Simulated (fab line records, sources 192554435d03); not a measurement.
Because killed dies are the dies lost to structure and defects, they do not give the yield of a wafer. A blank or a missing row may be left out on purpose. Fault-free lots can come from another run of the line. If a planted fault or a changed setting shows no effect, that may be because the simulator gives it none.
A struck lot beside a sound one | flow n5_finfet | 16 steps out of a route of 1938
Sound: the wafers L500.2, L500.3, L500.5. Struck: wafer L513.5 (left out: L513.2, a lot-mate that was not struck); the cause follows at the end.
Order at every step that has rows: each side's tool, ch and its chambers, its first start. Under that, the readings that differ: sound wafers | struck wafers | difference of the means | sigmas: that difference in standard deviations of wafers without a fault.
alike: a reading whose means differ by less than 2 such deviations, as well as words and numbers matching on both sides. not compared: withheld readings; readings where some wafer has no value; bounds like >300 that might hide an equal value; numbers whose values overlap and for which the record gives no deviation.
Wherever a step has rows on one side only, a row that says differs or no value, or a row with sigmas, the two part there. Numbers that have no deviation but don't overlap get no sigmas and don't part them. A reading that every wafer of one side lacks parts them only if that side has two wafers or more.

first, 4 steps without rows for these wafers: N5_BEOL_M10_HM_STRIP_39 (strips TiN in peroxide tin strip, target depth 25 nm, time 158 s); N5_BEOL_M10_SRD_40 (time 30 s); N5_BEOL_M10_PRECLEAN_42 (cleans in residue remover, time 60 s); N5_BEOL_M10_SRD_43 (time 30 s).
N5_BEOL_M10_CD_MEAS_35: the cd target is 70 nm.
  sound on cd_sem-01 at day 12 04:01; struck on cd_sem-03 at day 17 06:28
  alike: cd_nm
N5_BEOL_M10_CURE_72: cures SiCOH lowk, time 120 s.
  sound on uv_cure-02 ch 1, day 12 04:06; struck on uv_cure-03 ch 0, day 17 06:36
  alike: lamp_power_pct, wafer_temp_C_max
N5_BEOL_M10_DEGAS_44: time 60 s.
  sound on pvd_sputter-03 at day 12 04:40; struck on pvd_sputter-03 at day 17 07:13
  alike: heater_power_w
N5_BEOL_M10_PRE_CLEAN_45: time 30 s.
  sound on pvd_sputter-03 at day 12 04:42; struck on pvd_sputter-03 at day 17 07:15
  alike: heater_power_w
then, 3 steps without rows for these wafers: N5_BEOL_M10_ALD_74 (deposits TaN, target thk 2 nm, pulse time 2 s, purge time 3 s); N5_BEOL_M10_SURFACE_TREAT_76; N5_BEOL_M10_CVD_75 (deposits Co from CCTBA/H2, target thk 2 nm, time 138.9 s).
N5_BEOL_M10_SPUTTER_48: material Cu, target thk 12 nm, time 2 s.
  sound on pvd_sputter-01 at day 12 05:13; struck on pvd_sputter-02 at day 17 08:01
  alike: bias_v, throttle_valve_pct
N5_BEOL_M10_ECD_50: material Cu, target thk 318 nm.
  sound on ecd_cu-01 ch 0,1, day 12 05:20; struck on ecd_cu-01 ch 0, day 17 08:08
  reading                                 | sound             | struck | difference | sigmas
  model.Cu_of_BEOL_M10_ECD_50.thk_nm (nm) | 324.6 322.8 319.2 | 419.6  | +97.4      |
N5_BEOL_M10_ANNEAL_51: time 90 s.
  sound on rtp_anneal-01 ch 0, day 12 05:53; struck on rtp_anneal-01 ch 0, day 17 08:19
  alike: wafer_temp_C_max
N5_BEOL_M10_CMP_52: polishes, stops on SiCOH lowk, t overpolish 7 s, target thk 140 nm.
  sound on cmp-03 ch 0,1,2, day 12 06:23; struck on cmp-03 ch 1, day 17 08:39
  reading                | sound          | struck | difference | sigmas
  time_to_endpoint_s (s) | 71.5 71.0 71.0 | 85.4   | +14.2      | +5
  alike: head_pressure_psi, motor_current_A
N5_BEOL_M10_THK_MEAS_53: measures by xrf.
  sound on film_metro-01 at day 12 06:40; struck on film_metro-01 at day 17 08:52
  alike: M10_THK

== WHERE THEY PART ==
Only at N5_BEOL_M10_CMP_52, within this record. Later steps at which nothing parts them and some readings are alike: N5_BEOL_M10_THK_MEAS_53.

WHY: what had been put in by the simulator
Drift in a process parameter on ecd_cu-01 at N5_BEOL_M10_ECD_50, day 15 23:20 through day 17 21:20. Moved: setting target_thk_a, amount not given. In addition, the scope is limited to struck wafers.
